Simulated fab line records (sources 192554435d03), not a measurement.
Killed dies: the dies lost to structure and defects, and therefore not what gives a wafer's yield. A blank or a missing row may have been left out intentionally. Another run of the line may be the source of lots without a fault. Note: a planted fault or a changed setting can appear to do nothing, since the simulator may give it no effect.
8D (eight disciplines) problem report, filled in by code | flow n5Finfet | the parts of the form that need people (team, actions taken, sign-off) are left out

1. THE PROBLEM
Mean of spinSpeedRpm at N5_FIN_SAQP_COAT_50: 1590.3 rpm across 6 wafers in 2 lots; on wafers with no fault it is 1500.0 rpm (standard deviation 1.1). That is +82 standard deviations from the usual mean.
The step: time 60 s, resist thk 35 nm.
Seen first at day 5 21:17 on lithoTrack-04, wafer L993.1. Wafers with a number at this step in the record: 12, from 4 lots. Rule for "out" (also "out of limits"): further than 4 standard deviations from the usual mean. All remaining wafers that have a number are taken as sound.

2. WHAT IT IS, AND WHAT IT ISN'T
question                    | is                     | is not
which readings at this step | spinSpeedRpm           | exhaustPa, plateTempC, resistLineTempC
which lots                  | L993, L994             | L979, L998
which wafers of those lots  | all that have a number | -
read on which tools         | lithoTrack-04          | lithoTrack-03
when                        | from day 5 21:17       | up to then (3 sound wafers); but 3 sound wafers of L998 came after

3. THE SUSPECTS, EACH WITH WHAT RULES IT OUT
Counting: any tool at a process step up to the reading is kept as a suspect provided that every lot that is out went through it and no sound lot did after the first of them.
- lithoTrack-04 at N5_FIN_SAQP_COAT_50 (time 60 s, resist thk 35 nm): kept. Every lot that is out went through it, starting with L993 (day 5 21:17), and after that it ran no sound lot; the last sound lot it ran before then is L979 (day 2 10:34). On those wafers its own readings are out: spinSpeedRpm.
The count leaves lithoTrack-04 at N5_FIN_SAQP_COAT_50.

4. THE CAUSE (what the simulator had put in)
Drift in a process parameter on lithoTrack-04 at N5_FIN_SAQP_COAT_50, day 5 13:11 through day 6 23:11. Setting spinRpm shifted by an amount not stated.
Only this tool survived the counting.

5. SEQUENCE OF EFFECTS, ordered by route
Each row: a reading whose mean over the struck wafers that have a number lies more than 3 standard deviations from the usual. Only readings for which the record gives a usual standard deviation are gone through. hours: the time from each lot's start at the first step in this table that gives one to its start at this step, as a median over the lots. sigmas: the change in usual standard deviations.
hours | step                | reading      | usual      | on struck wafers | change | sigmas
0     | N5_FIN_SAQP_COAT_50 | spinSpeedRpm | 1500.0 rpm | 1590.3           | +90.3  | +82
The process steps in it:
- N5_FIN_SAQP_COAT_50: time 60 s, resist thk 35 nm.
Later steps that measure or inspect, where all struck wafers having a row at the step show a number for every such reading and not one has moved that far: N5_BEOL_M4_RC_MEAS_101.

6. HOW IT WOULD HAVE BEEN CAUGHT EARLIER
First out-of-limits reading in this record: day 5 21:17, which is 8 hours after fault onset at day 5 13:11.
